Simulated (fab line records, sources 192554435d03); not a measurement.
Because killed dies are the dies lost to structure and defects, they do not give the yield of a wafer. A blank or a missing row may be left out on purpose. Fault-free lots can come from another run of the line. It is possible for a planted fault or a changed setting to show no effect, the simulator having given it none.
fab line records	flow n5Finfet
record: lots: 7	wafers: 21
route steps=1938 shown PASSIVATION@1930
startH: hours from the record's first day to the start of the lot's first wafer shown	waitH: hours elapsed since this lot's preceding step	" repeats the value in the row above	L1.1+2: one row covering several wafers at once	- value missing, or start not given	* or withheld: withheld	< > ~ a bound
route shown NAME@n: names a module that has steps shown in the file, with the first one's number in the route	usual: mean/standard deviation of fault-free wafers	same: alike in all rows	chamber/n: place in a boat	sites: the reading at each site	_std_site: their standard deviation	_edge_site: mean of outer sites minus mean of inner sites	radiusMm: how far each site lies from the wafer's centre	mask NAME#n: copy n	behind: the tool/chamber that last shaped the wafer	hold: what put the lot on hold/how long, in hours/how the hold closed	device: names the non-switching transistor (n, p or np)	end of line: the route-end tests of the same wafers	step lacking rows: just its recipe	killed: the dies lost at the first sort to structure and to defects; this is not the yield of the wafer	map: per-die view of a wafer (x killed, . not killed, _ where there is no die)
set.NAME: the run value of the setting; set.NAME@STEP: its run value at that earlier step	model.NAME: the simulator's own value behind a step, which no gauge read
one table per step and one row per wafer, for lots whose settings were changed on purpose
== steps ==
step: N5_PASSIVATION_ETCH_54
recipe: chemistry: CHF3/O2	target: SiO2	targetDepthA: 8800	CHF3_flow_sccm: 50	O2_flow_sccm: 5	Ar_flow_sccm: 200	timeS: 440	maskMaterial: PR	pressureMtorr: 30	sourceW: 650	biasW: 170	ionEnergyEv: 200
lot.wafer	tool	chamber	startH	waitH	set.timeS	model.etch.depthNm	model.PASSIVATION.featureDepthNm
L074.2	rieDiel-02	1	304.52	0.1	440	876	876
L074.3	"	3	"	"	440	889.7	889.8
L074.5	"	0	"	"	440	872.4	872.4
L081.3	rieDiel-05	0	374.24	0.1	440	869.9	869.8
L081.4	"	3	"	"	526.8	1028	1028
L081.5	"	2	"	"	526.8	1083	1083
L084.1	rieDiel-04	2	395.20	0.1	515.1	1053	1053
L084.4	"	1	"	"	515.1	1031	1031
L084.6	"	0	"	"	515.1	1048	1048
L092.1	rieDiel-05	2	404.83	0.1	440	890.8	890.8
L092.3	"	0	"	"	440	868.4	868.4
L092.4	"	2	"	"	440	899.1	899.2
L088.2	rieDiel-05	1	409.06	0.1	402.7	808.7	808.6
L088.5	"	2	"	"	402.7	821.9	821.8
L088.6	"	0	"	"	440	874	874
L089.2	rieDiel-05	2	422.05	0.1	440	894.7	894.6
L089.5	"	2	"	"	440	891.4	891.4
L089.6	"	1	"	"	522.7	1049	1049
L093.1	rieDiel-02	3	432.43	0.1	440	881.5	881.6
L093.5	"	1	"	"	527.3	1077	1077
L093.6	"	0	"	"	527.3	1041	1041
== key ==
split: step: N5_PASSIVATION_ETCH_54	setting: timeS	stated: 440	by: wafer
response: step: N5_PASSIVATION_ETCH_54	reading: model.etch.depthNm	change: +8.79	per: 1%	r: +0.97
response: step: N5_PASSIVATION_ETCH_54	reading: model.PASSIVATION.featureDepthNm	change: +8.79	per: 1%	r: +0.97
